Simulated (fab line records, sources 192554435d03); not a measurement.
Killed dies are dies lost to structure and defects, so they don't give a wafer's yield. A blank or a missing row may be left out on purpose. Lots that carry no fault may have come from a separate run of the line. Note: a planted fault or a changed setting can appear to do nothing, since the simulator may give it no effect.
The tool behind it: which one? ; flow n5 finfet ; Sampling: 22 lots, 66 wafers, 6 of 1938 route steps

WHAT THE GAUGES READ, wafer by wafer
Not one reading of a measure or inspect step in the record can be checked against a usual standard deviation.

EACH LOT AND THE TOOL THAT RAN IT (in order: tool; ch and the chambers of the sampled wafers; start)
lot;N5_SDB_ETCH_18;N5_HKMG_FIN_HK_ALD_01;N5_HKMG_FIN_ALD_75;N5_HKMG_FIN_PWFM_ALD_03;N5_HKMG_FIN_DESCUM_17;N5_HKMG_FIN_ETCH_32
L074;rie diel-04 ch 1,2,3, day 3 20:00;ald hk-02 ch 0,1,2, day 4 00:22;ald hk-03 ch 0,1,3, day 4 00:51;ald metal-03 ch 0,2,3, day 4 03:56;rie diel-06 ch 0,1,3, day 4 04:44;rie diel-06 ch 0,1,3, day 4 04:49
L075;rie diel-01 ch 1,2,3, day 4 00:39;ald hk-01 ch 0,1,2, day 4 05:08;ald hk-02 ch 0,1,2, day 4 05:37;ald metal-01 ch 2,3, day 4 08:45;rie diel-04 ch 0,2,3, day 4 09:33;rie diel-04 ch 0,2,3, day 4 09:38
L076;rie diel-01 ch 0,1, day 4 10:35;ald hk-01 ch 0,1,3, day 4 15:08;ald hk-02 ch 0,1,2, day 4 15:37;ald metal-01 ch 1,2,3, day 4 18:58;rie diel-01 ch 0,1,2, day 4 19:46;rie diel-01 ch 0,1,2, day 4 19:52
L077;rie diel-06 ch 2,3, day 4 14:28;ald hk-01 ch 0,1,2, day 4 19:26;ald hk-02 ch 0,1,3, day 4 20:16;ald metal-03 ch 1,3, day 4 23:29;rie diel-01 ch 0,1,2, day 5 00:25;rie diel-01 ch 0,1,2, day 5 00:30
L079;rie diel-06 ch 0,2,3, day 5 07:30;ald hk-01 ch 0,1,3, day 5 12:19;ald hk-02 ch 0,2,3, day 5 13:07;ald metal-01 ch 1,2,3, day 5 16:49;rie diel-01 ch 0,2,3, day 5 17:45;rie diel-01 ch 0,2,3, day 5 17:50
L080;rie diel-01 ch 0,1,3, day 5 09:56;ald hk-03 ch 0,1, day 5 14:28;ald hk-01 ch 0,3, day 5 15:11;ald metal-01 ch 0,1,2, day 5 18:12;rie diel-01 ch 2,3, day 5 19:00;rie diel-01 ch 2,3, day 5 19:05
L081;rie diel-01 ch 0,2, day 5 16:40;ald hk-03 ch 0,1,3, day 5 21:02;ald hk-01 ch 0,2,3, day 5 21:31;ald metal-04 ch 1,3, day 6 00:43;rie diel-04 ch 0,2,3, day 6 01:31;rie diel-04 ch 0,2,3, day 6 01:36
L082;rie diel-06 ch 0,1,3, day 5 21:01;ald hk-01 ch 0,1,2, day 6 01:26;ald hk-02 ch 2,3, day 6 01:55;ald metal-01 ch 1,2, day 6 05:13;rie diel-06 ch 2,3, day 6 06:09;rie diel-06 ch 2,3, day 6 06:14
L083;rie diel-04 ch 0,1, day 6 03:03;ald hk-01 ch 1,2, day 6 07:46;ald hk-02 ch 0,1, day 6 08:15;ald metal-04 ch 0,1, day 6 11:16;rie diel-04 ch 0,2,3, day 6 12:11;rie diel-04 ch 0,2,3, day 6 12:17
L084;rie diel-04 ch 0,1,3, day 6 10:16;ald hk-03 ch 0,2,3, day 6 14:38;ald hk-01 ch 0,1,3, day 6 15:06;ald metal-01 ch 1,3, day 6 18:07;rie diel-01 ch 1,2, day 6 19:46;rie diel-01 ch 1,2, day 6 19:51
L086;rie diel-04 ch 0,1, day 6 21:58;ald hk-01 ch 0,1, day 7 02:43;ald hk-01 ch 0,1,2, day 7 03:25;ald metal-03 ch 0,1, day 7 06:41;rie diel-04 ch 1,3, day 7 07:36;rie diel-04 ch 1,3, day 7 07:41
L085;rie diel-04 ch 0,1,3, day 6 22:19;ald hk-03 ch 1,2,3, day 7 02:59;ald hk-03 ch 0,3, day 7 03:41;ald metal-01 ch 1,3, day 7 07:11;rie diel-06 ch 0,1,3, day 7 08:25;rie diel-06 ch 0,1,3, day 7 08:30
L087;rie diel-01 ch 1,2,3, day 7 01:30;ald hk-01 ch 0,1, day 7 06:01;ald hk-02 ch 1,2, day 7 06:29;ald metal-03 ch 0,1,2, day 7 09:31;rie diel-01 ch 2,3, day 7 10:27;rie diel-01 ch 2,3, day 7 10:32
L088;rie diel-01 ch 0,1,3, day 7 09:06;ald hk-01 ch 1,2,3, day 7 13:41;ald hk-02 ch 0,1,2, day 7 14:10;ald metal-01 ch 1,2,3, day 7 17:22;rie diel-01 ch 0,2, day 7 18:10;rie diel-01 ch 0,2, day 7 18:16
L089;rie diel-06 ch 0,1,3, day 7 15:13;ald hk-03 ch 1,3, day 7 19:37;ald hk-02 ch 0,1,2, day 7 20:15;ald metal-04 ch 0,2,3, day 7 23:17;rie diel-04 ch 1,2, day 8 00:14;rie diel-04 ch 1,2, day 8 00:20
L090;rie diel-04 ch 1,2, day 7 23:35;ald hk-03 ch 0,1,3, day 8 05:19;ald hk-02 ch 0,2, day 8 05:48;ald metal-04 ch 2,3, day 8 08:53;rie diel-01 ch 0,3, day 8 09:50;rie diel-01 ch 0,3, day 8 09:55
L091;rie diel-06 ch 0,1,3, day 8 00:13;ald hk-02 ch 0,3, day 8 04:35;ald hk-01 ch 1,2,3, day 8 05:04;ald metal-04 ch 0,1,3, day 8 08:04;rie diel-01 ch 1,2,3, day 8 09:20;rie diel-01 ch 1,2,3, day 8 09:25
L093;rie diel-04 ch 0,1,3, day 8 13:17;ald hk-03 ch 0,1,2, day 8 17:43;ald hk-02 ch 1,2,3, day 8 18:12;ald metal-03 ch 0,2,3, day 8 21:04;rie diel-06 ch 0,1,2, day 8 22:26;rie diel-06 ch 0,1,2, day 8 22:31
L094;rie diel-04 ch 0,3, day 8 16:40;ald hk-03 ch 0,1,3, day 8 21:21;ald hk-02 ch 1,2, day 8 21:50;ald metal-01 ch 0,1, day 9 01:10;rie diel-01 ch 1,2, day 9 02:07;rie diel-01 ch 1,2, day 9 02:13
L095;rie diel-04 ch 2,3, day 9 00:05;ald hk-01 ch 0,1,2, day 9 04:28;ald hk-03 ch 2,3, day 9 04:58;ald metal-03 ch 1,3, day 9 07:50;rie diel-06 ch 0,1,2, day 9 08:39;rie diel-06 ch 0,1,2, day 9 08:44
L096;rie diel-01 ch 0,1,2, day 9 08:58;ald hk-02 ch 0,1,3, day 9 13:20;ald hk-01 ch 0,1, day 9 13:50;ald metal-01 ch 1,3, day 9 17:10;rie diel-01 ch 1,3, day 9 18:11;rie diel-01 ch 1,3, day 9 18:16
L097;rie diel-06 ch 1,2, day 9 12:55;ald hk-03 ch 1,3, day 9 17:17;ald hk-02 ch 0,1,3, day 9 17:46;ald metal-04 ch 0,1,3, day 9 21:11;rie diel-04 ch 2,3, day 9 22:08;rie diel-04 ch 2,3, day 9 22:13
- N5_SDB_ETCH_18: etches SOC in N2/H2, target depth 100 nm, overetch 20 nm, time 150 s.
- N5_HKMG_FIN_HK_ALD_01: deposits HfO2, target thk 1.6 nm, pulse time 3 s, purge time 3 s.
- N5_HKMG_FIN_ALD_75: deposits Al2O3, target thk 1 nm, co reactant pulse time 1 s.
- N5_HKMG_FIN_PWFM_ALD_03: deposits TiN, target thk 2 nm, pulse time 1 s, purge time 3 s.
- N5_HKMG_FIN_DESCUM_17: chemistry O2, time 7.9 s.
- N5_HKMG_FIN_ETCH_32: etches SOC in N2/H2, target depth 240 nm, time 300 s.

WHAT THE TOOLS THEMSELVES READ (means of the sampled wafers that have a number; where no wafer has one, the mark that the record gives instead)
N5_SDB_ETCH_18. Usual: chamber pressure mTorr 29.999 mTorr, standard deviation 0.026; drypump motor current A 5.7 A, standard deviation 0.5; oes product au 0.69 a.u., standard deviation 0.079; rf vpp V 524.1 V, standard deviation 2.5; showerhead plenum p Torr 2.55 Torr, standard deviation 0.086; throttle valve pct 17.89 %, standard deviation 0.24.
lot;tool;chamber pressure mTorr (mTorr);drypump motor current A (A);oes product au (a.u.);rf vpp V (V);showerhead plenum p Torr (Torr);throttle valve pct (%);flag
L074;rie diel-04;29.994;5.9;0.66;522.0;2.47;17.88;
L075;rie diel-01;29.989;5.4;0.63;524.5;2.56;17.88;
L076;rie diel-01;30.000;5.2;0.63;524.8;2.59;18.22;
L077;rie diel-06;30.012;6.3;0.67;525.6;2.60;17.84;
L079;rie diel-06;30.017;5.9;0.67;524.3;2.61;17.89;
L080;rie diel-01;30.003;5.3;0.70;525.0;2.58;17.97;
L081;rie diel-01;29.977;5.5;0.65;524.6;2.57;17.92;
L082;rie diel-06;30.004;5.9;0.67;525.1;2.61;17.85;
L083;rie diel-04;30.017;5.6;0.64;523.4;2.53;18.02;
L084;rie diel-04;30.020;5.6;0.65;522.2;2.49;17.92;
L086;rie diel-04;30.018;5.6;0.63;523.3;2.52;18.04;
L085;rie diel-04;29.981;5.6;0.65;522.7;2.49;17.93;
L087;rie diel-01;30.001;5.4;0.77;524.8;2.55;17.63;
L088;rie diel-01;30.012;5.4;0.84;525.2;2.57;17.73;
L089;rie diel-06;29.997;5.9;0.66;525.7;2.60;17.89;
L090;rie diel-04;30.011;5.9;0.71;525.0;2.59;17.89;
L091;rie diel-06;29.994;5.9;0.66;526.1;2.60;17.89;
L093;rie diel-04;29.998;5.6;0.64;521.9;2.48;17.96;
L094;rie diel-04;29.992;5.6;0.65;521.8;2.45;17.84;
L095;rie diel-04;30.009;5.9;0.72;523.2;2.52;17.70;
L096;rie diel-01;30.005;5.3;0.75;524.2;2.54;17.76;
L097;rie diel-06;29.971;5.4;0.75;522.6;2.50;17.72;

N5_HKMG_FIN_HK_ALD_01. Usual: precursor pulse height rel reads 1.000 (standard deviation 0.021).
lot;tool;precursor pulse height rel;flag
L074;ald hk-02;1.013;
L075;ald hk-01;0.989;
L076;ald hk-01;1.021;
L077;ald hk-01;1.013;
L079;ald hk-01;1.011;
L080;ald hk-03;1.009;
L081;ald hk-03;0.993;
L082;ald hk-01;1.010;
L083;ald hk-01;0.988;
L084;ald hk-03;1.016;
L086;ald hk-01;1.008;
L085;ald hk-03;1.001;
L087;ald hk-01;1.018;
L088;ald hk-01;0.999;
L089;ald hk-03;0.990;
L090;ald hk-03;1.000;
L091;ald hk-02;1.004;
L093;ald hk-03;0.997;
L094;ald hk-03;0.994;
L095;ald hk-01;0.993;
L096;ald hk-02;0.996;
L097;ald hk-03;1.006;

N5_HKMG_FIN_ALD_75. Usual: heater power w 150 W, standard deviation 17; precursor pulse height rel 1.000, standard deviation 0.019.
lot;tool;heater power w (W);precursor pulse height rel;flag
L074;ald hk-03;149;1.000;
L075;ald hk-02;149;1.016;
L076;ald hk-02;149;0.991;
L077;ald hk-02;154;1.001;
L079;ald hk-02;142;1.009;
L080;ald hk-01;143;0.996;
L081;ald hk-01;148;1.003;
L082;ald hk-02;152;1.005;
L083;ald hk-02;161;0.992;
L084;ald hk-01;152;1.011;
L086;ald hk-01;143;1.028;
L085;ald hk-03;156;0.987;
L087;ald hk-02;162;1.014;
L088;ald hk-02;149;1.005;
L089;ald hk-02;147;0.995;
L090;ald hk-02;132;1.019;
L091;ald hk-01;151;0.998;
L093;ald hk-02;155;1.001;
L094;ald hk-02;166;0.984;
L095;ald hk-03;158;0.985;
L096;ald hk-01;144;1.002;
L097;ald hk-02;156;0.986;

N5_HKMG_FIN_PWFM_ALD_03. Usual: heater power w 918 W, standard deviation 97; precursor pulse height rel 1.000, standard deviation 0.019.
lot;tool;heater power w (W);precursor pulse height rel;flag
L074;ald metal-03;870;1.021;
L075;ald metal-01;970;1.006;
L076;ald metal-01;987;0.982;
L077;ald metal-03;906;1.012;
L079;ald metal-01;980;0.998;
L080;ald metal-01;955;0.994;
L081;ald metal-04;845;1.003;
L082;ald metal-01;1050;1.016;
L083;ald metal-04;924;0.991;
L084;ald metal-01;934;1.010;
L086;ald metal-03;896;0.990;
L085;ald metal-01;941;0.990;
L087;ald metal-03;889;0.993;
L088;ald metal-01;977;0.990;
L089;ald metal-04;866;0.996;
L090;ald metal-04;895;0.996;
L091;ald metal-04;892;0.978;
L093;ald metal-03;868;1.000;
L094;ald metal-01;860;0.986;
L095;ald metal-03;919;1.016;
L096;ald metal-01;950;0.984;
L097;ald metal-04;887;1.001;

N5_HKMG_FIN_DESCUM_17. Usual: chamber pressure mTorr 20.002 mTorr, standard deviation 0.019; drypump motor current A 5.6 A, standard deviation 0.48; oes product au 0.78 a.u., standard deviation 0.1; rf vpp V 243.1 V, standard deviation 1.2; showerhead plenum p Torr 2.09 Torr, standard deviation 0.064; throttle valve pct 20.42 %, standard deviation 0.25.
lot;tool;chamber pressure mTorr (mTorr);drypump motor current A (A);oes product au (a.u.);rf vpp V (V);showerhead plenum p Torr (Torr);throttle valve pct (%);flag
L074;rie diel-06;20.002;5.9;0.75;244.8;2.15;20.47;
L075;rie diel-04;20.003;5.9;0.72;241.6;2.02;20.54;
L076;rie diel-01;20.013;5.3;0.71;243.3;2.10;20.53;
L077;rie diel-01;19.984;5.2;0.71;243.4;2.10;20.54;
L079;rie diel-01;20.016;5.6;0.80;243.5;2.13;20.50;
L080;rie diel-01;19.995;5.6;0.82;243.9;2.11;20.25;
L081;rie diel-04;19.999;5.9;0.72;242.5;2.02;20.55;
L082;rie diel-06;20.009;6.3;0.74;244.4;2.15;20.57;
L083;rie diel-04;20.005;5.9;0.71;241.4;2.01;20.57;
L084;rie diel-01;20.018;5.3;0.80;242.3;2.08;20.16;
L086;rie diel-04;19.988;5.6;0.73;241.8;2.02;20.24;
L085;rie diel-06;20.007;5.9;0.73;243.8;2.14;20.49;
L087;rie diel-01;20.007;5.7;0.86;244.1;2.12;20.32;
L088;rie diel-01;20.003;5.4;0.81;242.8;2.10;20.38;
L089;rie diel-04;20.000;6.2;0.87;244.5;2.18;20.33;
L090;rie diel-01;19.984;5.6;0.93;243.9;2.14;20.45;
L091;rie diel-01;20.015;5.4;0.84;243.1;2.09;20.22;
L093;rie diel-06;20.002;5.4;0.78;243.2;2.09;20.42;
L094;rie diel-01;20.011;5.1;0.84;241.8;2.05;20.14;
L095;rie diel-06;19.988;5.4;0.78;243.5;2.09;20.40;
L096;rie diel-01;19.989;5.1;0.89;242.5;2.07;20.17;
L097;rie diel-04;20.007;6.2;0.85;243.4;2.14;20.28;

N5_HKMG_FIN_ETCH_32. Usual: chamber pressure mTorr 29.998 mTorr, standard deviation 0.027; drypump motor current A 5.6 A, standard deviation 0.48; oes product au 0.79 a.u., standard deviation 0.1; rf vpp V 524.0 V, standard deviation 2.1; showerhead plenum p Torr 2.55 Torr, standard deviation 0.075; throttle valve pct 17.86 %, standard deviation 0.24.
lot;tool;chamber pressure mTorr (mTorr);drypump motor current A (A);oes product au (a.u.);rf vpp V (V);showerhead plenum p Torr (Torr);throttle valve pct (%);flag
L074;rie diel-06;29.963;5.9;0.75;526.5;2.62;17.85;
L075;rie diel-04;29.985;5.9;0.74;521.8;2.46;18.00;
L076;rie diel-01;30.014;5.2;0.71;524.7;2.56;17.99;
L077;rie diel-01;29.989;5.3;0.70;524.8;2.55;18.00;
L079;rie diel-01;29.995;5.5;0.80;525.2;2.59;17.91;
L080;rie diel-01;30.001;5.6;0.83;525.3;2.56;17.69;
L081;rie diel-04;29.994;6.0;0.73;521.9;2.45;18.03;
L082;rie diel-06;30.002;6.3;0.74;525.5;2.60;17.88;
L083;rie diel-04;30.004;5.9;0.72;521.1;2.45;18.04;
L084;rie diel-01;29.990;5.3;0.82;524.2;2.53;17.64;
L086;rie diel-04;30.020;5.6;0.74;521.8;2.45;17.73;
L085;rie diel-06;30.000;5.9;0.74;525.9;2.60;17.89;
L087;rie diel-01;29.990;5.7;0.86;525.2;2.58;17.68;
L088;rie diel-01;29.979;5.5;0.82;524.2;2.56;17.82;
L089;rie diel-04;30.005;6.2;0.88;526.4;2.65;17.87;
L090;rie diel-01;30.024;5.7;0.92;525.3;2.60;17.79;
L091;rie diel-01;30.012;5.4;0.84;523.4;2.54;17.65;
L093;rie diel-06;29.986;5.4;0.78;523.4;2.55;17.84;
L094;rie diel-01;29.970;5.1;0.83;523.0;2.50;17.61;
L095;rie diel-06;30.008;5.4;0.79;523.9;2.55;17.83;
L096;rie diel-01;30.007;5.2;0.88;523.4;2.52;17.60;
L097;rie diel-04;29.992;6.2;0.85;526.2;2.61;17.78;

THE ANSWER, worked out from the rows above alone
Rule: take the mean of a lot's wafers that have a number; if it is more than 3 standard deviations from the usual mean, the lot is off. Also off: a lot with no number at a reading for which 4 or more lots have one. Any other lot the step has rows for is counted as sound. First the gauges in route order, then the tools' own readings, where a lot's mean is used as printed above. The first step at which some lot is off is used, and at that step the reading that is off furthest; a lot without a number counts as furthest.
Nothing can be told from this: no lot is off at any reading shown.

WHAT WAS PUT IN BY THE SIMULATOR
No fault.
